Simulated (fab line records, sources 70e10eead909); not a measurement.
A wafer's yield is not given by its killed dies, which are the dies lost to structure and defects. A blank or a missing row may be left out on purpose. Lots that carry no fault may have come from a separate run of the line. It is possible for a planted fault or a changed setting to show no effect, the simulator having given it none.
fab line records	flow nand-harc	part 1 of 2: steps 1 to 4 of 6
[record] lots = 24	wafers = 72	last-day = 25
route steps=1159 shown A_CHANNEL_FILL_D1@513 A_STAIRCASE@547
lots untouched by any fault: they come from a run of this same line in which no faults occurred
start-h: hours from the record's opening day to when the first of the lot's shown wafers began	wait-h: hours elapsed since this lot's preceding step	" the same as in the row above	L1.1+2: several wafers, shown together as one row	- value missing, or start not given	* or withheld: withheld	< > ~ a bound
route shown NAME@n: NAME is a module with steps in the file, n the number in the route of the first one	usual: mean/standard deviation of fault-free wafers	same: alike in all rows	chamber/n: place in a boat	sites: per-site readings	_std_site: their standard deviation	_edge_site: the outer-site mean with the inner-site mean subtracted	radius-mm: how far each site lies from the wafer's centre	mask NAME#n: copy n	behind: the tool/chamber that last shaped the wafer	hold: why the lot went on hold/how many hours it stayed there/how the hold came to an end	device: names the non-switching transistor (n, p or np)	end of line: at the end of the route, the tests of the same wafers	a step without rows: its recipe alone	killed: dies lost to structure and defects at the first sort, not the wafer's yield	map: dies across one wafer; x = killed, . = not, _ = none there
set.NAME: the setting the step ran with; set.NAME@STEP: the setting that earlier step ran with	model.NAME: the simulator's own value behind a step, which no gauge read
steps of the route over a sample of lots; a table a step, a row a wafer
services: the hour from which a tool's chamber was out of use, counted from the record's first day as start-h (under 0 if before that day), plus the number of hours and why
[[steps]]
[step NHARC_A_CHANNEL_FILL_D1_CMP_10]
[recipe] target-thk-nm = 150
[usual] motor-current-A = 12.4/1.5	time-to-endpoint-s = 15.1/2
lot.wafer	tool	chamber	start-h	wait-h	motor-current-A	time-to-endpoint-s
L074.4	cmp-01	1	232.21	0.4	11.9	15.2
L074.1	"	2	"	"	13.2	12.4
L074.5	"	2	"	"	13.6	13.2
L077.4	cmp-04	1	242.88	0.4	13.7	17.5
L077.3	"	3	"	"	10.1	17.7
L077.6	"	1	"	"	13.5	19.1
L075.4	cmp-01	2	247.11	0.4	13.4	16.2
L075.2	"	3	"	"	10.9	15.7
L075.6	"	0	"	"	15.1	16.5
L078.3	cmp-04	1	249.88	0.4	14.2	14.6
L078.4	"	3	"	"	10.1	14.8
L078.5	"	2	"	"	12.1	17.3
L076.2	cmp-03	0	249.90	0.4	10.6	16.9
L076.1	"	1	"	"	11.0	18.8
L076.6	"	3	"	"	13.2	19.3
L079.2	cmp-01	2	258.62	0.4	13.2	16.6
L079.3	"	0	"	"	14.0	18.1
L079.5	"	2	"	"	13.6	16.0
L080.3	cmp-03	3	258.62	0.4	14.0	12.8
L080.2	"	0	"	"	9.9	12.5
L080.1	"	2	"	"	13.1	15.0
L082.3	cmp-04	0	273.46	0.4	11.9	14.8
L082.2	"	3	"	"	10.5	12.3
L082.6	"	0	"	"	11.7	12.5
L081.1	cmp-03	2	273.52	0.4	13.2	13.7
L081.4	"	3	"	"	13.5	13.1
L081.6	"	3	"	"	14.2	12.7
L084.1	cmp-01	1	286.50	0.4	11.8	15.9
L084.4	"	3	"	"	11.3	13.5
L084.6	"	0	"	"	15.3	13.9
L083.2	cmp-03	3	290.60	0.4	13.8	15.4
L083.4	"	1	"	"	11.7	15.0
L083.5	"	2	"	"	13.0	16.0
L087.1	cmp-04	1	308.41	0.4	13.6	12.9
L087.4	"	2	"	"	11.0	15.1
L087.5	"	3	"	"	9.6	17.4
L086.4	cmp-03	1	313.79	0.4	11.3	15.1
L086.2	"	3	"	"	13.5	18.5
L086.1	"	0	"	"	10.4	16.1
L088.3	cmp-04	0	313.82	0.4	12.7	12.7
L088.4	"	2	"	"	11.2	17.1
L088.5	"	0	"	"	13.1	14.3
L085.3	cmp-01	2	313.84	0.4	13.2	17.6
L085.1	"	3	"	"	11.4	15.2
L085.6	"	0	"	"	14.6	14.7
L089.4	cmp-01	0	319.18	0.4	15.0	16.1
L089.1	"	2	"	"	13.0	18.9
L089.5	"	3	"	"	10.8	17.0
L090.3	cmp-01	3	327.45	0.4	10.6	15.6
L090.1	"	1	"	"	11.6	14.0
L090.6	"	3	"	"	11.4	12.7
L092.3	cmp-04	3	330.67	0.4	10.1	15.1
L092.2	"	1	"	"	14.2	12.6
L092.6	"	3	"	"	9.9	16.4
L091.2	cmp-01	0	330.67	0.4	15.3	11.7
L091.4	"	2	"	"	13.4	14.3
L091.6	"	0	"	"	14.4	13.4
L093.3	cmp-01	1	346.56	0.4	12.3	12.8
L093.4	"	2	"	"	12.3	14.4
L093.2	"	3	"	"	11.1	12.3
L094.4	cmp-01	0	350.20	0.4	14.8	13.8
L094.5	"	3	"	"	10.4	11.8
L094.6	"	0	"	"	14.3	14.6
L095.2	cmp-01	1	353.58	0.5	12.2	12.3
L095.6	"	2	"	"	13.6	11.4
L095.5	"	3	"	"	10.8	13.5
L097.3	cmp-03	0	369.21	0.4	10.7	16.3
L097.4	"	2	"	"	13.3	16.0
L097.6	"	0	"	"	10.4	14.7
L096.3	cmp-03	0	376.05	0.4	10.0	16.8
L096.4	"	1	"	"	11.4	17.7
L096.5	"	2	"	"	12.7	16.5
[step NHARC_A_STAIRCASE_DESCUM_11]
[recipe] time-s = 3	o2-flow-sccm = 200	ar-flow-sccm = 0	bias-power-w = 0	chemistry = O2
[usual] drypump-motor-current-A = 5.5/0.49	oes-product-au = 0.997/0.0066	rf-vpp-V = 57.7/0.77	showerhead-plenum-p-Torr = 1.91/0.087	throttle-valve-pct = 11.312/0.0097
lot.wafer	tool	chamber	start-h	wait-h	drypump-motor-current-A	oes-product-au	rf-hours-counter-h	rf-vpp-V	showerhead-plenum-p-Torr	throttle-valve-pct
L074.4	rie-diel-04	3	235.71	-	6.7	0.999	41	58.0	1.83	11.319
L074.1	"	0	"	"	5.9	0.990	43	57.3	1.97	11.303
L074.5	"	0	"	"	6.0	1.004	-	57.5	1.97	11.318
L077.3	rie-diel-01	0	246.46	-	5.8	0.993	24	56.6	2.00	11.307
L077.4	"	2	"	"	4.8	0.996	38	57.0	1.95	11.317
L077.6	"	3	"	"	5.2	0.998	-	57.6	2.01	11.307
L075.2	rie-diel-01	0	250.75	-	5.8	0.995	26	58.3	2.00	11.325
L075.4	"	1	"	"	5.5	0.997	39	57.1	1.81	11.315
L075.6	"	3	"	"	5.1	0.992	-	57.4	2.01	11.305
L076.1	rie-diel-08	2	253.54	-	5.2	0.982	49	59.3	2.06	11.311
L076.2	"	0	"	"	5.9	0.995	48	57.7	1.79	11.323
L076.6	"	3	"	"	5.5	0.991	-	59.1	1.78	11.304
L078.3	rie-diel-01	0	253.96	-	5.8	0.991	27	58.2	2.00	11.319
L078.4	"	1	"	"	5.4	0.993	40	57.1	1.81	11.301
L078.5	"	0	"	"	5.8	0.990	-	58.0	2.00	11.320
L080.2	rie-diel-01	3	262.08	-	5.2	1.004	34	58.6	2.00	11.315
L080.3	"	0	"	"	5.8	0.999	31	58.0	2.00	11.317
L080.1	"	1	"	"	5.5	1.006	43	56.9	1.81	11.297
L079.2	rie-diel-08	2	262.35	-	5.2	1.001	52	58.1	2.06	11.305
L079.3	"	3	"	"	5.5	1.008	54	58.6	1.78	11.320
L079.5	"	3	"	"	5.5	1.004	-	58.4	1.78	11.294
L082.3	rie-diel-04	2	277.20	-	5.4	1.003	55	56.8	1.90	11.292
L082.2	"	1	"	"	5.0	0.999	62	59.0	1.90	11.305
L082.6	"	2	"	"	5.4	1.002	-	57.7	1.90	11.338
L081.1	rie-diel-04	1	278.17	-	5.0	1.005	63	58.7	1.90	11.324
L081.4	"	2	"	"	5.4	0.996	-	57.6	1.90	11.314
L081.6	"	1	"	"	4.9	0.997	-	58.4	1.90	11.327
L084.1	rie-diel-08	0	290.32	-	5.9	0.992	61	56.6	1.78	11.329
L084.4	"	1	"	"	6.4	0.996	60	58.0	1.85	11.334
L084.6	"	3	"	"	5.5	1.001	-	56.7	1.78	11.313
L083.4	rie-diel-08	0	294.18	-	5.9	0.992	62	57.0	1.78	11.322
L083.2	"	1	"	"	6.4	1.002	61	58.2	1.85	11.315
L083.5	"	0	"	"	5.9	0.988	-	55.7	1.78	11.328
L087.1	rie-diel-01	0	312.07	-	5.8	0.988	45	58.3	1.99	11.305
L087.4	"	2	"	"	4.8	1.001	64	56.9	1.94	11.312
L087.5	"	0	"	"	5.8	0.986	-	57.9	1.99	11.295
L086.4	rie-diel-08	3	318.99	-	5.5	0.998	4	57.6	1.78	11.287
L086.1	"	0	"	"	5.9	0.993	4	56.6	1.78	11.322
L086.2	"	1	"	"	6.4	1.007	4	58.2	1.85	11.308
L085.1	rie-diel-04	0	319.25	-	5.9	1.007	9	56.9	1.95	11.309
L085.3	"	1	"	"	5.0	1.004	4	57.0	1.89	11.296
L085.6	"	0	"	"	5.9	0.995	-	56.9	1.96	11.305
L088.3	rie-diel-08	3	319.47	-	5.5	0.997	4	58.0	1.78	11.310
L088.4	"	1	"	"	6.4	0.993	4	57.3	1.85	11.317
L088.5	"	0	"	"	5.9	0.984	-	56.0	1.78	11.316
L089.4	rie-diel-04	1	322.85	-	4.9	1.005	5	57.2	1.89	11.317
L089.1	"	3	"	"	6.7	0.989	6	58.4	1.83	11.321
L089.5	"	0	"	"	5.9	1.000	-	58.0	1.95	11.313
L090.3	rie-diel-04	3	331.37	-	6.7	0.989	11	56.9	1.83	11.315
L090.1	"	1	"	"	5.0	0.999	10	57.2	1.89	11.321
L090.6	"	2	"	"	5.4	1.004	-	56.7	1.89	11.306
L091.2	rie-diel-01	0	334.30	-	5.8	0.985	4	58.3	1.99	11.309
L091.4	"	1	"	"	5.5	0.995	4	56.7	1.80	11.316
L091.6	"	3	"	"	5.2	0.996	-	58.2	2.00	11.319
L092.3	rie-diel-01	2	334.60	-	4.8	0.997	3	56.9	1.94	11.311
L092.2	"	3	"	"	5.2	1.008	3	57.8	2.00	11.306
L092.6	"	0	"	"	5.8	0.990	-	58.0	1.99	11.311
L093.2	rie-diel-01	1	350.09	-	5.5	0.994	10	55.7	1.80	11.305
L093.3	"	2	"	"	4.8	1.009	8	57.4	1.94	11.319
L093.4	"	0	"	"	5.7	0.997	10	57.5	1.99	11.319
L094.4	rie-diel-04	3	353.58	-	6.6	1.007	20	58.3	1.82	11.293
L094.5	"	0	"	"	5.9	1.013	-	58.0	1.95	11.306
L094.6	"	1	"	"	5.0	0.999	-	58.2	1.89	11.319
L095.2	rie-diel-01	0	356.80	-	5.8	0.994	11	58.1	1.99	11.308
L095.5	"	1	"	"	5.5	0.988	-	58.1	1.80	11.304
L095.6	"	2	"	"	4.8	0.999	-	57.4	1.94	11.316
L097.3	rie-diel-01	2	372.93	-	4.9	1.001	14	57.7	1.93	11.319
L097.4	"	3	"	"	5.2	1.007	14	58.0	1.99	11.307
L097.6	"	2	"	"	4.8	1.003	-	57.4	1.93	11.324
L096.4	rie-diel-01	3	381.10	-	5.1	1.005	17	57.3	1.99	11.304
L096.3	"	0	"	"	5.8	0.994	19	58.0	1.99	11.308
L096.5	"	0	"	"	5.8	0.983	-	56.9	1.99	11.306
[step NHARC_A_STAIRCASE_TRIM_14]
[recipe] time-s = 211.2	o2-flow-sccm = 500	ar-flow-sccm = 0	bias-w = 0	chemistry = O2
[usual] drypump-motor-current-A = 5.6/0.51	oes-product-au = 0.998/0.0075	rf-vpp-V = 57.8/0.98	showerhead-plenum-p-Torr = 3.52/0.15	throttle-valve-pct = 17.038/0.0095
lot.wafer	tool	chamber	start-h	wait-h	drypump-motor-current-A	oes-product-au	rf-hours-counter-h	rf-vpp-V	showerhead-plenum-p-Torr	throttle-valve-pct
L074.4	rie-diel-04	0	-	-	5.9	0.987	43	59.0	3.62	17.042
L074.1	"	3	"	"	6.7	0.991	42	57.7	3.39	17.036
L074.5	"	0	"	"	5.9	0.992	-	58.0	3.62	17.050
L077.4	rie-diel-01	3	-	-	5.2	0.999	27	57.8	3.69	17.040
L077.3	"	0	"	"	5.8	0.995	24	58.5	3.68	17.032
L077.6	"	2	"	"	4.8	0.997	-	58.6	3.59	17.027
L075.2	rie-diel-01	0	-	-	5.8	0.979	26	56.8	3.68	17.038
L075.4	"	1	"	"	5.5	0.990	39	56.7	3.35	17.046
L075.6	"	1	"	"	5.5	0.992	-	56.5	3.35	17.045
L076.2	rie-diel-08	3	-	-	5.5	0.995	51	56.4	3.30	17.052
L076.1	"	0	"	"	5.9	0.996	48	55.7	3.31	17.042
L076.6	"	2	"	"	5.2	0.984	-	58.3	3.78	17.043
L078.3	rie-diel-01	0	-	-	5.8	0.990	28	58.7	3.68	17.009
L078.4	"	2	"	"	4.8	0.999	42	57.8	3.58	17.045
L078.5	"	1	"	"	5.5	0.996	-	60.6	3.35	17.029
L080.3	rie-diel-01	2	-	-	4.8	1.008	46	57.5	3.58	17.044
L080.2	"	3	"	"	5.2	1.003	34	58.7	3.68	17.039
L080.1	"	0	"	"	5.8	0.993	31	58.0	3.67	17.037
L079.3	rie-diel-08	0	-	-	5.9	0.996	52	57.0	3.31	17.031
L079.2	"	3	"	"	5.5	0.990	54	57.7	3.30	17.043
L079.5	"	0	"	"	5.9	0.989	-	57.1	3.31	17.048
L082.2	rie-diel-04	0	-	-	5.9	0.997	61	56.9	3.61	17.026
L082.3	"	2	"	"	5.4	0.997	55	58.4	3.50	17.038
L082.6	"	0	"	"	5.9	1.006	-	57.6	3.61	17.038
L081.1	rie-diel-04	2	-	-	5.4	1.003	56	57.8	3.50	17.048
L081.6	"	0	"	"	5.9	0.998	-	58.5	3.61	17.037
L081.4	"	2	"	"	5.4	0.993	-	59.0	3.50	17.035
L084.1	rie-diel-08	2	-	-	5.2	1.001	63	58.2	3.77	17.028
L084.4	"	0	"	"	5.9	0.995	61	57.6	3.31	17.048
L084.6	"	3	"	"	5.5	1.005	-	57.0	3.30	17.035
L083.4	rie-diel-08	1	-	-	6.4	0.998	61	58.2	3.42	17.048
L083.2	"	3	"	"	5.5	0.992	66	57.7	3.30	17.052
L083.5	"	1	"	"	6.4	1.000	-	56.9	3.42	17.037
L087.4	rie-diel-01	1	-	-	5.5	1.000	62	55.4	3.34	17.040
L087.1	"	3	"	"	5.2	0.996	51	58.2	3.67	17.022
L087.5	"	0	"	"	5.8	0.999	-	58.0	3.66	17.039
L086.1	rie-diel-08	0	-	-	5.9	0.998	4	58.1	3.30	17.035
L086.2	"	1	"	"	6.4	1.008	4	57.2	3.42	17.053
L086.4	"	2	"	"	5.2	1.011	4	57.8	3.77	17.040
L085.3	rie-diel-04	2	-	-	5.4	1.016	10	58.8	3.50	17.022
L085.1	"	0	"	"	6.0	1.010	10	56.4	3.60	17.052
L085.6	"	2	"	"	5.4	1.005	-	59.5	3.50	17.040
L088.3	rie-diel-08	1	-	-	6.4	1.000	5	56.3	3.42	17.037
L088.4	"	0	"	"	5.9	0.992	5	57.0	3.30	17.039
L088.5	"	1	"	"	6.4	1.002	-	57.7	3.42	17.029
L089.1	rie-diel-04	3	-	-	6.7	0.994	7	58.2	3.38	17.029
L089.4	"	1	"	"	5.0	1.014	5	57.7	3.49	17.047
L089.5	"	2	"	"	5.4	1.009	-	57.0	3.49	17.032
L090.1	rie-diel-04	0	-	-	5.9	1.005	16	57.6	3.60	17.044
L090.3	"	2	"	"	5.4	0.991	16	57.4	3.49	17.046
L090.6	"	1	"	"	5.0	1.000	-	58.9	3.49	17.021
L091.2	rie-diel-01	1	-	-	5.4	1.003	4	56.8	3.33	17.034
L091.4	"	0	"	"	5.8	0.993	4	60.8	3.66	17.045
L091.6	"	1	"	"	5.5	1.012	-	57.8	3.33	17.031
L092.3	rie-diel-01	0	-	-	5.8	1.001	4	58.5	3.66	17.039
L092.2	"	1	"	"	5.5	1.006	4	56.0	3.33	17.043
L092.6	"	0	"	"	5.8	1.002	-	60.0	3.66	17.037
L093.2	rie-diel-01	1	-	-	5.5	0.989	10	57.2	3.33	17.034
L093.4	"	2	"	"	4.9	0.998	8	57.6	3.57	17.029
L093.3	"	0	"	"	5.8	0.981	10	57.6	3.66	17.024
L094.4	rie-diel-04	3	-	-	6.7	1.004	20	57.0	3.37	17.041
L094.6	"	3	"	"	6.7	1.008	-	56.9	3.37	17.041
L094.5	"	0	"	"	5.9	1.003	-	58.1	3.59	17.031
L095.2	rie-diel-01	2	-	-	4.9	1.003	9	59.0	3.57	17.042
L095.6	"	0	"	"	5.8	1.007	-	58.5	3.66	17.045
L095.5	"	1	"	"	5.5	1.000	-	59.1	3.33	17.031
L097.3	rie-diel-01	2	-	-	4.8	0.997	14	57.6	3.56	17.020
L097.4	"	3	"	"	5.2	1.004	14	58.0	3.66	17.047
L097.6	"	0	"	"	5.8	0.990	-	58.9	3.65	17.044
L096.3	rie-diel-01	2	-	-	4.8	1.006	17	57.6	3.56	17.036
L096.4	"	3	"	"	5.2	0.998	17	59.4	3.66	17.027
L096.5	"	0	"	"	5.8	1.001	-	58.0	3.65	17.038
[step NHARC_A_STAIRCASE_ETCH_21]
[recipe] target-depth-a = 1000	time-s = 40.5	ion-energy-ev = 400	c4f8-flow-sccm = 20	o2-flow-sccm = 10	ar-flow-sccm = withheld	rf-w = 600	bias-w = 1000	chemistry = C4F8/O2
[usual] oes-product-au = 0.949/0.016	rf-fwd-power-W = 592.8/2.8	rf-vpp-V = 895/5.9
lot.wafer	tool	chamber	start-h	wait-h	oes-product-au	rf-fwd-power-W	rf-hours-counter-h	rf-vpp-V
L074.4	rie-diel-01	1	-	-	0.961	590.5	35	890
L074.1	"	2	"	"	0.964	591.9	37	899
L074.5	"	0	"	"	0.972	597.5	-	901
L077.3	rie-diel-01	3	-	-	0.927	596.8	28	901
L077.4	"	0	"	"	0.935	595.2	25	902
L077.6	"	2	"	"	0.928	590.2	-	898
L075.2	rie-diel-01	3	-	-	0.953	596.1	30	901
L075.4	"	0	"	"	0.934	596.1	27	902
L075.6	"	1	"	"	0.944	589.9	-	887
L076.2	rie-diel-08	1	-	-	0.935	592.1	47	893
L076.1	"	2	"	"	0.959	593.5	49	904
L076.6	"	0	"	"	0.932	591.8	-	889
L078.3	rie-diel-01	1	-	-	0.957	592.7	41	889
L078.4	"	3	"	"	0.947	598.2	31	902
L078.5	"	0	"	"	0.941	596.4	-	902
L080.2	rie-diel-01	3	-	-	0.945	598.2	35	903
L080.3	"	1	"	"	0.944	591.9	44	889
L080.1	"	2	"	"	0.946	593.4	47	899
L079.3	rie-diel-04	1	-	-	0.955	593.7	57	895
L079.2	"	0	"	"	0.955	591.4	55	899
L079.5	"	1	"	"	0.948	596.4	-	894
L082.3	rie-diel-01	3	-	-	0.980	597.4	42	901
L082.2	"	0	"	"	0.917	595.7	36	901
L082.6	"	3	"	"	0.978	592.5	-	901
L081.1	rie-diel-01	2	-	-	0.958	594.3	55	899
L081.4	"	3	"	"	0.948	596.4	42	903
L081.6	"	2	"	"	0.957	596.1	-	897
L084.4	rie-diel-08	3	-	-	0.954	591.8	65	887
L084.1	"	0	"	"	0.935	592.2	61	888
L084.6	"	2	"	"	0.954	595.1	-	904
L083.2	rie-diel-08	0	-	-	0.940	590.9	63	888
L083.4	"	1	"	"	0.934	593.4	62	892
L083.5	"	3	"	"	0.946	593.3	-	887
L087.1	rie-diel-01	2	-	-	0.945	589.9	64	897
L087.4	"	3	"	"	0.957	595.1	51	901
L087.5	"	0	"	"	0.939	593.8	-	901
L086.2	rie-diel-04	1	-	-	0.976	595.6	5	894
L086.4	"	2	"	"	0.972	590.4	11	895
L086.1	"	3	"	"	0.953	592.7	6	891
L085.1	rie-diel-08	3	-	-	0.940	596.5	5	887
L085.3	"	2	"	"	0.944	594.4	5	904
L085.6	"	0	"	"	0.937	591.4	-	887
L088.4	rie-diel-08	3	-	-	0.938	590.8	5	887
L088.3	"	2	"	"	0.942	592.6	5	904
L088.5	"	0	"	"	0.917	590.1	-	887
L089.1	rie-diel-08	1	-	-	0.944	593.8	8	892
L089.4	"	2	"	"	0.927	594.9	7	904
L089.5	"	0	"	"	0.924	593.2	-	888
L090.3	rie-diel-08	3	-	-	0.966	593.6	10	886
L090.1	"	1	"	"	0.959	595.6	12	892
L090.6	"	0	"	"	0.959	588.4	-	887
L091.4	rie-diel-04	1	-	-	0.947	590.7	12	893
L091.2	"	3	"	"	0.969	595.1	13	890
L091.6	"	0	"	"	0.960	590.1	-	900
L092.2	rie-diel-08	1	-	-	0.935	596.1	13	894
L092.3	"	0	"	"	0.931	591.1	13	887
L092.6	"	2	"	"	0.943	596.3	-	904
L093.4	rie-diel-04	3	-	-	0.963	591.0	19	890
L093.2	"	1	"	"	0.978	590.7	17	896
L093.3	"	2	"	"	0.980	590.0	23	894
L094.6	rie-diel-08	2	-	-	0.971	596.0	-	905
L094.4	"	3	"	"	0.967	591.2	-	887
L094.5	"	0	"	"	0.961	589.8	-	887
L095.2	rie-diel-01	1	-	-	0.952	592.5	12	889
L095.5	"	0	"	"	0.929	595.3	-	901
L095.6	"	1	"	"	0.950	590.5	-	888
L097.3	rie-diel-04	2	-	-	0.969	588.5	29	895
L097.4	"	1	"	"	0.984	596.6	24	894
L097.6	"	3	"	"	0.956	593.4	-	891
L096.4	rie-diel-04	3	-	-	0.945	587.5	29	890
L096.3	"	2	"	"	0.952	588.8	31	895
L096.5	"	3	"	"	0.947	586.8	-	889
